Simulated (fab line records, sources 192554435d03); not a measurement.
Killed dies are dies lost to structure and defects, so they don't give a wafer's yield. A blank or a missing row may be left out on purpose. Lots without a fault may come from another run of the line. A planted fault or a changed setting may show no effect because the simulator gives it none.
Chamber matching | flow n5_finfet | N5_DUMMY_GATE_CMP_04 on cmp-02: 4 sister chambers
The step polishes a-Si. 24 wafers are shown with their chamber, then 12 later ones without.

WAFERS WITH THEIR CHAMBER
wafer  | chamber | motor_current_A (A) | time_to_endpoint_s (s)
L075.2 | 2       | 8.6                 | 12.2
L075.3 | 1       | 10.5                | 11.9
L075.4 | 0       | 8.9                 | 11.9
L075.1 | 3       | 9.5                 | 12.4
L075.5 | 2       | 8.9                 | 11.3
L075.6 | 3       | 9.4                 | 14.1
L077.1 | 1       | 10.8                | 13.7
L077.5 | 3       | 9.6                 | 12.6
L077.6 | 2       | 9.4                 | 13.0
L078.3 | 2       | 9.2                 | 14.9
L078.4 | 0       | 8.5                 | 15.4
L078.6 | 0       | 8.7                 | 15.9
L079.2 | 1       | 10.8                | 14.2
L079.3 | 3       | 9.1                 | 13.8
L079.4 | 0       | 8.5                 | 12.0
L082.1 | 1       | 10.6                | 14.5
L082.4 | 0       | 8.5                 | 13.6
L082.5 | 3       | 8.9                 | 15.2
L085.1 | 1       | 10.7                | 15.2
L085.4 | 3       | 9.3                 | 15.8
L085.6 | 3       | 9.3                 | 15.0
L085.2 | 0       | 9.1                 | 14.9
L085.3 | 2       | 9.2                 | 12.5
L085.5 | 0       | 8.5                 | 14.0

SIGNATURES (means of the wafers above)
reading            | chamber 0 | chamber 1 | chamber 2 | chamber 3 | scatter within a chamber
motor_current_A    | 8.671     | 10.680    | 9.060     | 9.300     | 0.24
time_to_endpoint_s | 13.957    | 13.900    | 12.780    | 14.129    | 1.39
Rule: a wafer's distance from a chamber is the root of the sum, over the readings, of the square of ((its reading less the chamber's mean) divided by the reading's scatter). The wafer belongs to the nearest chamber; if the next one is less than 2 further off, it can't be placed. The scatter: the root of (the sum of the squares of (reading less its chamber's mean) over the shown wafers, divided by (wafers less chambers)).

WAFERS WITHOUT THEIR CHAMBER
wafer  | motor_current_A (A) | time_to_endpoint_s (s)
L086.1 | 8.8                 | 13.2
L086.4 | 9.6                 | 16.6
L086.5 | 11.2                | 12.2
L088.1 | 8.8                 | 13.1
L088.2 | 9.2                 | 15.5
L088.6 | 9.2                 | 12.4
L091.1 | 8.5                 | 12.9
L091.4 | 9.5                 | 16.3
L091.6 | 10.3                | 12.7
L095.2 | 9.5                 | 11.1
L095.3 | 10.5                | 11.9
L095.6 | 9.4                 | 13.1

WHICH CHAMBER EACH WENT THROUGH
wafer  | from the rows above          | in truth
L086.1 | can't be placed: 0 or 2 or 3 | 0
L086.4 | can't be placed: 3 or 2      | 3
L086.5 | 1                            | 1
L088.1 | can't be placed: 0 or 2 or 3 | 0
L088.2 | can't be placed: 3 or 2 or 0 | 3
L088.6 | can't be placed: 2 or 3 or 0 | 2
L091.1 | can't be placed: 0 or 2      | 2
L091.4 | can't be placed: 3 or 2      | 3
L091.6 | 1                            | 1
L095.2 | can't be placed: 2 or 3 or 0 | 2
L095.3 | 1                            | 1
L095.6 | can't be placed: 3 or 2      | 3
Placed correctly: 3 of 12. Can't be placed from these rows: 9 (the true chamber is among the candidates in 9). Placed wrongly: 0.
